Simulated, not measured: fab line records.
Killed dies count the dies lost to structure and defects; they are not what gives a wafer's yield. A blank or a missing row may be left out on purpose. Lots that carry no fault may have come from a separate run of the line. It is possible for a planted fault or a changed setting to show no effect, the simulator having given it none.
Matching of chambers    flow nand harc    pecvd-04 running NHARC_P_M0_DEP_32: 3 sister chambers
The step deposits SiCN, target thk 30 nm. 14 wafers are shown with their chamber, then 7 later ones without.

== WAFERS PAIRED WITH THEIR CHAMBERS ==
wafer   chamber  heater power w (W)  rf fwd power W (W)  susceptor temp C (C)
L083.1  2        614                 448.0               370.30
L083.2  1        418                 450.7               369.95
L083.5  1        413                 447.8               370.26
L082.1  1        466                 449.4               370.11
L082.2  0        493                 451.1               370.05
L082.5  0        485                 449.7               370.10
L084.4  0        483                 447.9               370.15
L084.5  1        425                 449.9               369.73
L084.6  2        654                 448.9               370.15
L090.1  1        465                 449.9               370.10
L090.4  1        465                 449.1               369.93
L090.6  0        503                 448.9               370.17
L089.1  2        592                 449.3               369.70
L089.3  0        542                 447.2               370.22

SIGNATURES, as means of the wafers listed above
reading           chamber 0  chamber 1  chamber 2  scatter within a chamber
heater power w    501.20     442.00     620.00     26.4
rf fwd power W    448.960    449.467    448.733    1.17
susceptor temp C  370.1380   370.0133   370.0500   0.186
Rule: for each reading, subtract the chamber's mean from the wafer's reading, divide by that reading's scatter and square the result; add these up over the readings and take the root, which gives the wafer's distance from the chamber. The wafer belongs to the nearest chamber; if the next one is less than 2 further off, it can't be placed. The scatter: take each reading less its chamber's mean, square it, sum over the shown wafers, divide by the number of wafers less the number of chambers, and take the root.

== WAFERS WHOSE CHAMBER IS MISSING ==
wafer   heater power w (W)  rf fwd power W (W)  susceptor temp C (C)
L089.6  369                 449.2               369.97
L095.3  627                 450.2               369.93
L095.4  449                 450.2               369.95
L095.5  497                 448.8               370.02
L096.1  535                 447.9               369.29
L096.2  562                 449.9               370.00
L096.6  526                 447.6               370.04

== CHAMBER TAKEN BY EACH ==
wafer   from the rows above           in truth
L089.6  1                             1
L095.3  2                             2
L095.4  can't be placed: 1 or 0       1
L095.5  can't be placed: 0 or 1       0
L096.1  can't be placed: 0 or 2 or 1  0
L096.2  can't be placed: 2 or 0       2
L096.6  can't be placed: 0 or 1       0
2 of 7 placed correctly. Not placeable from these rows: 5 (in 5, the candidates include the true chamber). Wrongly placed: 0.
